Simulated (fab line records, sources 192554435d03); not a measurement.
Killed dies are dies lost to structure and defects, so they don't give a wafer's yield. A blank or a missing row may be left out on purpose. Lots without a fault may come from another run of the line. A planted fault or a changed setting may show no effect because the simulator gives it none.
Problem report in the 8D (eight disciplines) form, filled by code | flow n5_finfet | the parts of the form that need people (team, actions taken, sign-off) are left out

1. THE PROBLEM
IOFF_P_LONG at N5_BEOL_M4_RC_MEAS_101 reads a mean of 0.000286 nA/um on 6 wafers of 2 lots; wafers without a fault read 0.000106 nA/um with a standard deviation of 8.7e-06. That is +21 standard deviations from the usual mean.
First seen on wafer L538.2, day 11 04:16, on prober-02. The record holds 30 wafers of 10 lots with a number at this step. Rule for "out", or "out of limits": more than 4 standard deviations from the usual mean. The other wafers with a number count as sound.

2. WHAT IT IS AND WHAT IT IS NOT
question                    | is                                                                            | is not
which readings at this step | IOFF_P_LONG, IOFF_P, IOFF_P_85C, IOFF_P_LIN, ION_P, VT_P, VT_P_LONG, VT_P_LVT | DIBL_N, DIBL_P, IOFF_N, ION_N, SS_P, VT_N
which lots                  | L538, L541                                                                    | L526, L528, L529, L530, L532, L534, L536, L537
which wafers of those lots  | all that have a number                                                        | -
read on which gauges        | prober-02                                                                     | prober-01
when                        | from day 11 04:16                                                             | up to then (24 sound wafers)

3. SUSPECTS, AND WHAT RULES EACH OUT
Counting: a tool at a process step up to the reading stays a suspect if it ran every lot that is out and no sound lot after the first of them.
- the gauge at N5_BEOL_M4_RC_MEAS_101: ruled out. All the wafers that are out were read on prober-02, but those of them that N5_PASSIVATION_PROBE_49 has rows for are out there too, on other tools.
- epi_rpcvd-02 at N5_PMOS_HMC_CHANNEL_EPI_EPI_20 (deposits SiGe30, target thk 59 nm): kept. It ran every lot that is out, first L538 (day 4 18:38), and no sound lot after that; its last sound lot up to then is L537 (day 4 11:55).
Left after counting: epi_rpcvd-02 at N5_PMOS_HMC_CHANNEL_EPI_EPI_20.

4. THE CAUSE (what the simulator had put in)
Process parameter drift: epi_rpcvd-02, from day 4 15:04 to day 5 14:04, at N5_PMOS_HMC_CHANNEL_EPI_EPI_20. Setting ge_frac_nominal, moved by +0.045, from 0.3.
Counting left only this tool.

5. THE CHAIN OF EFFECTS, in route order
Each row: a reading whose mean over the struck wafers that have a number lies more than 3 standard deviations from the usual. Only readings for which the record gives a usual standard deviation are gone through. hours: the time from each lot's start at the first step in this table that gives one to its start at this step, as a median over the lots. sigmas: the change in usual standard deviations.
hours | step                    | reading            | usual          | on struck wafers | change    | sigmas
0     | N5_BEOL_M4_RC_MEAS_101  | IOFF_P             | 0.21 nA/um     | 0.56             | +0.35     | +8.3
0     | N5_BEOL_M4_RC_MEAS_101  | IOFF_P_85C         | 3.6 nA/um      | 8.3              | +4.7      | +7.7
0     | N5_BEOL_M4_RC_MEAS_101  | IOFF_P_LIN         | 0.099 nA/um    | 0.270            | +0.171    | +11
0     | N5_BEOL_M4_RC_MEAS_101  | IOFF_P_LONG        | 0.000106 nA/um | 0.000286         | +0.000180 | +21
0     | N5_BEOL_M4_RC_MEAS_101  | ION_P              | 462 uA/um      | 515              | +53       | +6.7
0     | N5_BEOL_M4_RC_MEAS_101  | VT_P               | -251 mV        | -223             | +28       | +8.0
0     | N5_BEOL_M4_RC_MEAS_101  | VT_P_LONG          | -275.2 mV      | -242.9           | +32.3     | +12
0     | N5_BEOL_M4_RC_MEAS_101  | VT_P_LVT           | -99 mV         | -70              | +28       | +7.9
107   | N5_PASSIVATION_PROBE_49 | sort_bin_4_leakage | 0.00 %         | 22.54            | +22.54    | +99 or more
107   | N5_PASSIVATION_PROBE_49 | sort_n_pass        | 1079           | 812              | -267      | -17
107   | N5_PASSIVATION_PROBE_49 | sort_yield_pct     | 91.4 %         | 68.8             | -22.6     | -16
The process steps in it:
- N5_PASSIVATION_PROBE_49

6. WHAT WOULD HAVE CAUGHT IT SOONER
In this record the first reading out of limits at a measuring or inspecting step was taken at day 11 04:16, 157 hours after the fault began at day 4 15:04.
All the lots that are out (2) had begun N5_PMOS_HMC_CHANNEL_EPI_EPI_20 on epi_rpcvd-02 by day 11 04:16. A hold on the tool at that time would have spared none of them.
